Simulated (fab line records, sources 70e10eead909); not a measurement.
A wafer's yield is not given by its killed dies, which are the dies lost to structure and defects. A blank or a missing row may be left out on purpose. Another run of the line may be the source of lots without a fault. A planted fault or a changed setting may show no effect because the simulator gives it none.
fab line records + flow nandHarc
record:
- lots: 15
- wafers: 45
- lastDay: 33
route steps=1302 shown P_BONDPAD@365
lots that met no fault: from a run of the same line without faults
startH: hours from the record's first day to the start of the lot's first wafer shown + waitH: how many hours have passed since the lot's step before this one + " as in the row above + L1.1+2: a single row standing in for several wafers + - no value, or no start given + * or withheld: withheld + < > ~ a bound
route shown NAME@n: NAME is a module with steps in the file, n the number in the route of the first one + usual: the fault-free wafers' mean and standard deviation + same: alike in all rows + chamber/n: place in a boat + sites: each site's reading + _std_site: standard deviation of those values + _edge_site: the outer-site mean with the inner-site mean subtracted + radiusMm: how far each site lies from the wafer's centre + mask NAME#n: copy n + behind: the last tool/chamber to shape the wafer + hold: why the lot was held/for how many hours/how that ended + device: transistor that didn't switch, given as n, p or np + end of line: the tests these same wafers got at the end of their route + a step with no rows: only its recipe + killed: the dies lost at the first sort to structure and to defects; this is not the yield of the wafer + map: shows each die of a wafer: x if killed, . if not, _ if none is there
set.NAME: the setting that was run; set.NAME@STEP: the one run at that earlier step + model.NAME: the simulator's own value behind a step, which no gauge read
steps of the route over a sample of lots; a table a step, a row a wafer
services: a tool's chamber out of use, with start hour (startH, from the record's first day; less than 0 if before it), hours out, and reason
== steps ==
step: NHARC_P_BONDPAD_OVL_MEAS_38
usual:
- overlayXNm: 2/4.4
- overlayYNm: 0/5.6
| lot.wafer | tool       | chamber | startH | waitH | overlayXNm | overlayYNm |
|-----------|------------|---------|--------|-------|------------|------------|
| L622.1    | overlay-02 | -       | 141.16 | -     | 9          | 4          |
| L622.3    | "          | -       | "      | "     | 9          | 4          |
| L622.4    | "          | -       | "      | "     | 9          | 4          |
| L624.2    | overlay-02 | -       | 152.20 | -     | 2          | -7         |
| L624.5    | "          | -       | "      | "     | 1          | -7         |
| L624.6    | "          | -       | "      | "     | 1          | -8         |
| L625.2    | overlay-02 | -       | 167.52 | -     | 4          | -6         |
| L625.3    | "          | -       | "      | "     | 3          | -6         |
| L625.5    | "          | -       | "      | "     | 3          | -7         |
| L627.2    | overlay-01 | -       | 183.32 | -     | 6          | -3         |
| L627.3    | "          | -       | "      | "     | 6          | -2         |
| L627.5    | "          | -       | "      | "     | 6          | -2         |
| L628.1    | overlay-02 | -       | 197.38 | -     | 0          | -7         |
| L628.3    | "          | -       | "      | "     | 0          | -7         |
| L628.6    | "          | -       | "      | "     | 0          | -6         |
| L629.1    | overlay-02 | -       | 202.98 | -     | -2         | -5         |
| L629.2    | "          | -       | "      | "     | -3         | -5         |
| L629.5    | "          | -       | "      | "     | -3         | -4         |
| L630.1    | overlay-02 | -       | 215.13 | -     | -1         | 2          |
| L630.2    | "          | -       | "      | "     | -2         | 2          |
| L630.6    | "          | -       | "      | "     | -1         | 1          |
| L638.1    | overlay-02 | -       | 290.77 | -     | 2          | 9          |
| L638.4    | "          | -       | "      | "     | 2          | 9          |
| L638.5    | "          | -       | "      | "     | 2          | 9          |
| L639.2    | overlay-01 | -       | 309.10 | -     | 8          | -3         |
| L639.4    | "          | -       | "      | "     | 8          | -3         |
| L639.5    | "          | -       | "      | "     | 8          | -3         |
| L640.1    | overlay-02 | -       | 315.37 | -     | 0          | -6         |
| L640.4    | "          | -       | "      | "     | -1         | -6         |
| L640.5    | "          | -       | "      | "     | 0          | -6         |
| L641.1    | overlay-01 | -       | 327.43 | -     | 0          | 3          |
| L641.4    | "          | -       | "      | "     | 0          | 2          |
| L641.5    | "          | -       | "      | "     | 0          | 3          |
| L643.2    | overlay-01 | -       | 342.91 | -     | -4         | -2         |
| L643.3    | "          | -       | "      | "     | -4         | -2         |
| L643.6    | "          | -       | "      | "     | -5         | -2         |
| L642.1    | overlay-01 | -       | 344.01 | -     | 6          | -7         |
| L642.2    | "          | -       | "      | "     | 6          | -8         |
| L642.4    | "          | -       | "      | "     | 6          | -7         |
| L644.1    | overlay-02 | -       | 361.72 | -     | 0          | 9          |
| L644.5    | "          | -       | "      | "     | 0          | 9          |
| L644.6    | "          | -       | "      | "     | 0          | 9          |
| L645.3    | overlay-01 | -       | 364.58 | -     | 6          | 2          |
| L645.4    | "          | -       | "      | "     | 5          | 2          |
| L645.6    | "          | -       | "      | "     | 5          | 2          |
step: NHARC_P_BONDPAD_PVD_17
recipe:
- targetThkA: 50
- biasV: 168.6
- powerW: 15000
- chamberPressurePa: 0.12
- timeS: 8.06
- substrateTempC: 50
- material: TaN
usual:
- biasV: 168.7/1.7
- cathodeDcPowerW: 15000/2.8
- throttleValvePct: 29.6/1.1
| lot.wafer | tool          | chamber | startH | waitH | biasV | cathodeDcPowerW | throttleValvePct |
|-----------|---------------|---------|--------|-------|-------|-----------------|------------------|
| L622.4    | pvdSputter-02 | -       | 142.43 | -     | 168.6 | 15001           | 29.1             |
| L622.1    | "             | -       | "      | "     | 169.9 | 15006           | 30.4             |
| L622.3    | "             | -       | "      | "     | 168.8 | 15001           | 28.0             |
| L624.2    | pvdSputter-03 | -       | 153.40 | -     | 166.4 | 15002           | 28.3             |
| L624.6    | "             | -       | "      | "     | 167.3 | 14999           | 28.4             |
| L624.5    | "             | -       | "      | "     | 170.2 | 15003           | 29.5             |
| L625.3    | pvdSputter-02 | -       | 168.70 | -     | 171.8 | 14998           | 27.9             |
| L625.2    | "             | -       | "      | "     | 171.3 | 14993           | 29.3             |
| L625.5    | "             | -       | "      | "     | 168.2 | 15005           | 31.0             |
| L627.2    | pvdSputter-01 | -       | 184.57 | -     | -     | -               | -                |
| L627.3    | "             | -       | "      | "     | -     | -               | -                |
| L627.5    | "             | -       | "      | "     | -     | -               | -                |
| L628.1    | pvdSputter-01 | -       | 198.62 | -     | -     | -               | -                |
| L628.3    | "             | -       | "      | "     | -     | -               | -                |
| L628.6    | "             | -       | "      | "     | -     | -               | -                |
| L629.2    | pvdSputter-02 | -       | 204.21 | -     | -     | -               | -                |
| L629.1    | "             | -       | "      | "     | -     | -               | -                |
| L629.5    | "             | -       | "      | "     | -     | -               | -                |
| L630.2    | pvdSputter-01 | -       | 216.31 | -     | 169.7 | 14998           | 30.3             |
| L630.1    | "             | -       | "      | "     | 168.1 | 14999           | 29.7             |
| L630.6    | "             | -       | "      | "     | 168.8 | 15003           | 30.0             |
| L638.4    | pvdSputter-03 | -       | 291.98 | -     | 172.1 | 15002           | 29.2             |
| L638.1    | "             | -       | "      | "     | 171.7 | 15005           | 29.8             |
| L638.5    | "             | -       | "      | "     | 169.0 | 14998           | 28.7             |
| L639.4    | pvdSputter-01 | -       | 310.31 | -     | 168.5 | 15003           | 29.6             |
| L639.2    | "             | -       | "      | "     | 168.2 | 15003           | 30.8             |
| L639.5    | "             | -       | "      | "     | 166.3 | 15003           | 28.9             |
| L640.1    | pvdSputter-01 | -       | 316.57 | -     | 169.0 | 14997           | 29.0             |
| L640.4    | "             | -       | "      | "     | 170.6 | 14999           | 29.7             |
| L640.5    | "             | -       | "      | "     | 168.4 | 15000           | 30.7             |
| L641.1    | pvdSputter-02 | -       | 328.63 | -     | 170.4 | 14995           | 28.4             |
| L641.4    | "             | -       | "      | "     | 168.5 | 15001           | 30.5             |
| L641.5    | "             | -       | "      | "     | 167.6 | 15001           | 31.8             |
| L643.2    | pvdSputter-02 | -       | 344.14 | -     | 166.1 | 14998           | 28.1             |
| L643.3    | "             | -       | "      | "     | 165.9 | 15003           | 28.6             |
| L643.6    | "             | -       | "      | "     | 171.6 | 14997           | 28.0             |
| L642.1    | pvdSputter-01 | -       | 345.24 | -     | 167.2 | 14997           | 28.5             |
| L642.4    | "             | -       | "      | "     | 166.7 | 15002           | 29.1             |
| L642.2    | "             | -       | "      | "     | 168.1 | 14999           | 30.8             |
| L644.1    | pvdSputter-01 | -       | 362.93 | -     | 170.7 | 14996           | 28.7             |
| L644.6    | "             | -       | "      | "     | 166.3 | 15003           | 29.9             |
| L644.5    | "             | -       | "      | "     | 168.8 | 15001           | 30.6             |
| L645.3    | pvdSputter-01 | -       | 365.79 | -     | 169.9 | 15000           | 29.7             |
| L645.4    | "             | -       | "      | "     | 166.1 | 15005           | 28.7             |
| L645.6    | "             | -       | "      | "     | 166.7 | 14999           | 30.3             |
step: NHARC_P_BONDPAD_PVD_27
recipe:
- targetThkA: 300
- chamberPressurePa: 5
- powerW: 5000
- substrateTempC: 30
- timeS: 20.49
- material: Cu
usual:
- cathodeDcPowerW: 4999.8/0.88
- chamberPressurePa: 5.000/0.011
- throttleValvePct: 29.6/0.98
| lot.wafer | tool          | chamber | startH | waitH | cathodeDcPowerW | chamberPressurePa | throttleValvePct |
|-----------|---------------|---------|--------|-------|-----------------|-------------------|------------------|
| L622.4    | pvdSputter-02 | -       | -      | -     | 4999.9          | 5.014             | 28.9             |
| L622.3    | "             | -       | "      | "     | 4999.5          | 5.002             | 28.1             |
| L622.1    | "             | -       | "      | "     | 4998.7          | 5.017             | 30.5             |
| L624.2    | pvdSputter-03 | -       | -      | -     | 4998.3          | 5.019             | 28.6             |
| L624.5    | "             | -       | "      | "     | 4999.2          | 4.996             | 28.6             |
| L624.6    | "             | -       | "      | "     | 5000.9          | 4.993             | 29.5             |
| L625.3    | pvdSputter-02 | -       | -      | -     | 5000.9          | 5.020             | 27.9             |
| L625.2    | "             | -       | "      | "     | 4999.4          | 5.001             | 29.3             |
| L625.5    | "             | -       | "      | "     | 4999.7          | 5.007             | 27.9             |
| L627.3    | pvdSputter-01 | -       | -      | -     | 5001.1          | 5.002             | 29.9             |
| L627.2    | "             | -       | "      | "     | 4999.7          | 4.989             | 29.2             |
| L627.5    | "             | -       | "      | "     | 4999.3          | 5.000             | 29.5             |
| L628.3    | pvdSputter-01 | -       | -      | -     | 5001.2          | 5.006             | 28.9             |
| L628.1    | "             | -       | "      | "     | 5001.0          | 5.015             | 30.1             |
| L628.6    | "             | -       | "      | "     | 5001.0          | 5.015             | 29.3             |
| L629.1    | pvdSputter-02 | -       | -      | -     | 4998.4          | 4.986             | 30.5             |
| L629.2    | "             | -       | "      | "     | 4999.8          | 4.994             | 27.9             |
| L629.5    | "             | -       | "      | "     | 5000.2          | 5.005             | 29.1             |
| L630.2    | pvdSputter-01 | -       | -      | -     | 4998.9          | 4.994             | 29.3             |
| L630.1    | "             | -       | "      | "     | 4999.8          | 5.016             | 29.8             |
| L630.6    | "             | -       | "      | "     | 5000.6          | 5.016             | 29.7             |
| L638.4    | pvdSputter-03 | -       | -      | -     | 4999.0          | 5.021             | 29.9             |
| L638.1    | "             | -       | "      | "     | 5000.4          | 4.995             | 33.2             |
| L638.5    | "             | -       | "      | "     | 5000.6          | 5.004             | 29.3             |
| L639.2    | pvdSputter-01 | -       | -      | -     | 4998.8          | 5.007             | 28.8             |
| L639.4    | "             | -       | "      | "     | 5000.3          | 4.995             | 30.7             |
| L639.5    | "             | -       | "      | "     | 5001.3          | 4.992             | 28.8             |
| L640.4    | pvdSputter-01 | -       | -      | -     | 4998.9          | 4.981             | 29.0             |
| L640.1    | "             | -       | "      | "     | 4999.2          | 5.009             | 29.6             |
| L640.5    | "             | -       | "      | "     | 4999.1          | 4.971             | 28.9             |
| L641.1    | pvdSputter-02 | -       | -      | -     | 5001.3          | 4.975             | 30.5             |
| L641.4    | "             | -       | "      | "     | 4998.4          | 4.992             | 27.9             |
| L641.5    | "             | -       | "      | "     | 5000.7          | 4.988             | 30.4             |
| L643.2    | pvdSputter-02 | -       | -      | -     | 5001.1          | 5.001             | 28.4             |
| L643.3    | "             | -       | "      | "     | 5000.5          | 5.002             | 31.4             |
| L643.6    | "             | -       | "      | "     | 4999.4          | 5.008             | 28.3             |
| L642.2    | pvdSputter-01 | -       | -      | -     | 5000.3          | 5.006             | 29.7             |
| L642.1    | "             | -       | "      | "     | 5000.4          | 4.987             | 30.6             |
| L642.4    | "             | -       | "      | "     | 5000.1          | 4.998             | 28.9             |
| L644.1    | pvdSputter-01 | -       | -      | -     | 4998.7          | 5.005             | 29.5             |
| L644.6    | "             | -       | "      | "     | 5000.9          | 5.007             | 29.0             |
| L644.5    | "             | -       | "      | "     | 4998.4          | 4.995             | 29.1             |
| L645.3    | pvdSputter-01 | -       | -      | -     | 4999.9          | 4.986             | 30.6             |
| L645.4    | "             | -       | "      | "     | 5002.0          | 4.996             | 29.4             |
| L645.6    | "             | -       | "      | "     | 5000.4          | 5.002             | 29.5             |
step: NHARC_P_BONDPAD_ACTIVATE_29
recipe:
- timeS: 60
- n2FlowSccm: 200
- arFlowSccm: 0
- biasPowerW: 0
- chemistry: N2
usual:
- drypumpMotorCurrentA: 5.7/0.59
- oesProductAu: 1.002/0.011
- rfVppV: 64.1/0.99
- showerheadPlenumPTorr: 1.77/0.085
| lot.wafer | tool       | chamber | startH | waitH | drypumpMotorCurrentA | oesProductAu | rfHoursCounterH | rfVppV | showerheadPlenumPTorr |
|-----------|------------|---------|--------|-------|----------------------|--------------|-----------------|--------|-----------------------|
| L622.3    | rieDiel-11 | 1       | 144.01 | 0.1   | 5.6                  | 1.010        | 3.3             | 64.7   | 1.73                  |
| L622.4    | "          | 3       | "      | "     | 5.0                  | 0.994        | 3.4             | 62.8   | 1.67                  |
| L622.1    | "          | 0       | "      | "     | 5.1                  | 1.004        | 3.2             | 64.2   | 1.72                  |
| L624.2    | rieDiel-11 | 1       | 155.03 | 0.1   | 5.7                  | 1.000        | 3.6             | 62.5   | 1.73                  |
| L624.5    | "          | 2       | "      | "     | 6.7                  | 0.995        | -               | 64.6   | 1.87                  |
| L624.6    | "          | 3       | "      | "     | 5.1                  | 1.009        | -               | 61.6   | 1.67                  |
| L625.2    | rieDiel-11 | 1       | 170.29 | 0.1   | 5.7                  | 0.989        | 4.6             | 62.8   | 1.73                  |
| L625.3    | "          | 2       | "      | "     | 6.7                  | 0.990        | 4.8             | 63.6   | 1.87                  |
| L625.5    | "          | 1       | "      | "     | 5.7                  | 1.011        | -               | 62.7   | 1.73                  |
| L627.2    | rieDiel-02 | 2       | 186.15 | 0.1   | 5.2                  | 1.010        | 3.3             | 65.6   | 1.83                  |
| L627.3    | "          | 3       | "      | "     | 5.6                  | 0.980        | 3.5             | 65.2   | 1.81                  |
| L627.5    | "          | 3       | "      | "     | 5.6                  | 0.996        | -               | 63.2   | 1.81                  |
| L628.1    | rieDiel-04 | 0       | 200.17 | 0.1   | 6.8                  | 1.014        | 0.6             | 63.1   | 1.68                  |
| L628.3    | "          | 1       | "      | "     | 5.7                  | 1.016        | 1.1             | 64.5   | 1.77                  |
| L628.6    | "          | 0       | "      | "     | 6.8                  | 1.012        | -               | 64.6   | 1.68                  |
| L629.1    | rieDiel-02 | 0       | 205.78 | 0.1   | 5.8                  | 0.994        | 3.5             | 63.0   | 1.65                  |
| L629.2    | "          | 2       | "      | "     | 5.2                  | 1.005        | 4.3             | 64.4   | 1.83                  |
| L629.5    | "          | 0       | "      | "     | 5.8                  | 0.999        | -               | 62.9   | 1.65                  |
| L630.2    | rieDiel-11 | 2       | 217.92 | 0.1   | 6.7                  | 0.999        | 7.1             | 62.4   | 1.87                  |
| L630.1    | "          | 0       | "      | "     | 5.1                  | 1.008        | 4.8             | 65.0   | 1.71                  |
| L630.6    | "          | 2       | "      | "     | 6.7                  | 0.996        | -               | 64.1   | 1.87                  |
| L638.1    | rieDiel-02 | 1       | 293.55 | 0.1   | 6.2                  | 1.000        | 2.1             | 64.4   | 1.89                  |
| L638.4    | "          | 0       | "      | "     | 5.8                  | 0.989        | 1.9             | 61.7   | 1.65                  |
| L638.5    | "          | 1       | "      | "     | 6.2                  | 1.008        | -               | 66.7   | 1.89                  |
| L639.4    | rieDiel-02 | 1       | 311.83 | 0.1   | 6.2                  | 1.017        | 2.4             | 64.5   | 1.89                  |
| L639.2    | "          | 3       | "      | "     | 5.6                  | 0.999        | 2.3             | 65.5   | 1.81                  |
| L639.5    | "          | 1       | "      | "     | 6.2                  | 1.008        | -               | 65.5   | 1.89                  |
| L640.1    | rieDiel-02 | 1       | 318.13 | 0.1   | 6.2                  | 1.007        | 2.5             | 65.3   | 1.89                  |
| L640.4    | "          | 2       | "      | "     | 5.1                  | 1.018        | 2.7             | 64.0   | 1.83                  |
| L640.5    | "          | 3       | "      | "     | 5.6                  | 1.013        | -               | 64.5   | 1.81                  |
| L641.4    | rieDiel-04 | 2       | 330.22 | 0.1   | 6.3                  | 1.007        | 8.5             | 65.3   | 1.69                  |
| L641.1    | "          | 3       | "      | "     | 4.8                  | 0.990        | 8.2             | 64.7   | 1.90                  |
| L641.5    | "          | 2       | "      | "     | 6.3                  | 1.016        | -               | 64.5   | 1.69                  |
| L643.3    | rieDiel-11 | 0       | 345.69 | 0.1   | 5.1                  | 1.016        | 4.7             | 64.3   | 1.71                  |
| L643.2    | "          | 2       | "      | "     | 6.7                  | 0.995        | 4.4             | 65.1   | 1.87                  |
| L643.6    | "          | 3       | "      | "     | 5.1                  | 0.976        | -               | 62.7   | 1.66                  |
| L642.2    | rieDiel-02 | 2       | 346.80 | 0.1   | 5.2                  | 1.006        | 3.4             | 63.8   | 1.83                  |
| L642.1    | "          | 0       | "      | "     | 5.8                  | 0.990        | 3.1             | 63.3   | 1.65                  |
| L642.4    | "          | 1       | "      | "     | 6.2                  | 1.009        | 3.2             | 65.0   | 1.89                  |
| L644.1    | rieDiel-11 | 2       | 364.50 | 0.1   | 6.7                  | 0.993        | 5.4             | 63.7   | 1.86                  |
| L644.5    | "          | 0       | "      | "     | 5.1                  | 1.015        | -               | 64.8   | 1.71                  |
| L644.6    | "          | 1       | "      | "     | 5.7                  | 1.010        | -               | 65.7   | 1.73                  |
| L645.3    | rieDiel-04 | 3       | 367.39 | 0.1   | 4.8                  | 1.002        | 0.1             | 64.5   | 1.90                  |
| L645.4    | "          | 2       | "      | "     | 6.3                  | 1.002        | 0.1             | 64.6   | 1.69                  |
| L645.6    | "          | 0       | "      | "     | 6.8                  | 0.998        | -               | 64.1   | 1.67                  |
== services ==
| tool          | chamber | startH | hours | kind   |
|---------------|---------|--------|-------|--------|
| rieDiel-02    | 0       | 122.20 | -     | clean  |
| rieDiel-02    | 1       | 122.20 | -     | clean  |
| rieDiel-02    | 2       | 122.20 | -     | clean  |
| rieDiel-02    | 1       | 137.19 | 13.3  | repair |
| pvdSputter-03 | -       | 170.00 | 10.0  | pm     |
| rieDiel-02    | 0       | 176.27 | 9.7   | repair |
| rieDiel-04    | -       | 177.90 | 9.0   | pm     |
| rieDiel-04    | -       | 187.54 | 0.6   | repair |
| rieDiel-11    | 0       | 191.19 | 15.4  | repair |
| rieDiel-02    | -       | 216.70 | 9.0   | pm     |
| pvdSputter-01 | -       | 226.00 | 10.0  | pm     |
| rieDiel-11    | -       | 228.05 | 0.3   | repair |
| rieDiel-11    | 2       | 233.29 | 10.4  | repair |
| rieDiel-11    | -       | 255.50 | 9.0   | pm     |
| rieDiel-04    | 2       | 278.73 | 2.1   | repair |
| pvdSputter-02 | -       | 282.03 | 10.0  | pm     |
| rieDiel-02    | 0       | 286.60 | 3.0   | repair |
| pvdSputter-01 | -       | 287.57 | 9.6   | repair |
| rieDiel-04    | 0       | 300.01 | 7.7   | repair |
| pvdSputter-03 | -       | 324.37 | 4.7   | repair |
| pvdSputter-03 | -       | 343.91 | 16.3  | repair |
| pvdSputter-02 | -       | 351.94 | 1.3   | repair |
| rieDiel-04    | -       | 354.90 | 9.0   | pm     |
| pvdSputter-03 | -       | 360.22 | 10.0  | pm     |
== key ==
firstSign:
- step: NHARC_P_BONDPAD_PVD_17
- reading: toolRecord
- direction: missing
effect none on later readings
metAt NHARC_P_BONDPAD_PVD_17
struckLots L627,L628,L629
laterRowsLeftOut L627.2,L627.3,L627.5,L628.1,L628.3,L628.6,L629.1,L629.2,L629.5
sortLeftOut L627.2,L627.3,L627.5,L628.1,L628.3,L628.6,L629.1,L629.2,L629.5
notActingAt NHARC_P_BONDPAD_OVL_MEAS_38,NHARC_P_BONDPAD_PVD_27,NHARC_P_BONDPAD_ACTIVATE_29
onsetBetween 168.70 184.57
fault:
- kind: skippedStepWhole
- tool: pvdSputter-01,pvdSputter-02
- chamber: -
- onsetH: 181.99
- steps: NHARC_P_BONDPAD_PVD_17
- scope: struckLotsOnly
sortLeftOut: the simulated sort isn't trusted on such a fault, so these wafers' sort isn't shown, and their yield isn't known
laterRowsLeftOut: the simulator's readings of these wafers behind a module that went badly wrong aren't trusted and aren't shown, but for the sort
